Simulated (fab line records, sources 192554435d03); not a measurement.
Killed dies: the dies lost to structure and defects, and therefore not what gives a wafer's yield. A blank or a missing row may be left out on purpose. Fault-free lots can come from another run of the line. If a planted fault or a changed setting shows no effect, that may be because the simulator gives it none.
Chamber matching -- flow n5Finfet -- N5_BEOL_M3_DESCUM_33 on rieDiel-04 has 4 sister chambers
The step chemistry O2, time 7 s. 22 wafers are shown with their chamber, then 11 later ones without.

== WAFERS WITH THEIR CHAMBER ==
wafer,chamber,showerheadPlenumPTorr (Torr),throttleValvePct (%),oesProductAu (a.u.)
L077.2,2,2.06,20.26,0.74
L077.4,1,2.16,20.65,0.67
L077.5,2,2.06,20.24,0.75
L080.2,2,2.06,20.27,0.74
L080.3,0,1.97,20.52,0.70
L080.6,1,2.16,20.65,0.67
L083.4,2,2.06,20.28,0.74
L083.5,0,1.97,20.54,0.69
L083.6,3,2.23,20.61,0.85
L084.3,1,2.16,20.67,0.66
L084.4,0,1.97,20.53,0.69
L084.5,2,2.06,20.27,0.73
L086.1,2,2.06,20.27,0.73
L086.3,1,2.16,20.68,0.68
L086.5,2,2.06,20.28,0.73
L087.1,3,2.23,20.59,0.86
L087.3,0,1.97,20.54,0.70
L087.6,2,2.06,20.26,0.72
L090.1,2,2.06,20.30,0.72
L090.3,3,2.23,20.61,0.83
L090.5,2,2.06,20.29,0.72
L093.2,0,1.96,20.54,0.68

SIGNATURES (means of the wafers above)
reading,chamber 0,chamber 1,chamber 2,chamber 3,scatter within a chamber
showerheadPlenumPTorr,1.9680,2.1600,2.0600,2.2300,0.00211
throttleValvePct,20.5340,20.6625,20.2720,20.6033,0.0146
oesProductAu,0.6920,0.6700,0.7320,0.8467,0.0103
Rule: distance of a wafer from a chamber = root of the sum over the readings of ((wafer's reading minus chamber's mean) / reading's scatter) squared. The wafer belongs to the nearest chamber; if the next one is less than 2 further off, it can't be placed. How the scatter is found: for the shown wafers, subtract from each reading the mean of its chamber, square and add these, divide the total by (wafers less chambers), then take the root.

== WAFERS WHOSE CHAMBER IS MISSING ==
wafer,showerheadPlenumPTorr (Torr),throttleValvePct (%),oesProductAu (a.u.)
L093.3,2.23,20.63,0.83
L093.5,1.96,20.56,0.68
L094.1,2.05,20.30,0.72
L094.5,1.96,20.54,0.68
L094.6,2.22,20.63,0.83
L095.1,1.96,20.56,0.68
L095.4,2.22,20.62,0.83
L095.5,2.22,20.64,0.83
L097.2,2.15,20.26,0.94
L097.3,2.22,20.64,0.81
L097.5,2.15,20.25,0.95

== EACH ONE'S CHAMBER ==
wafer,from the rows above,in truth
L093.3,3,3
L093.5,0,0
L094.1,2,2
L094.5,0,0
L094.6,3,3
L095.1,0,0
L095.4,3,3
L095.5,3,3
L097.2,1,1
L097.3,3,3
L097.5,1,1
Placed correctly: 11 of 11. Can't be placed from these rows: 0. 0 placed wrongly.
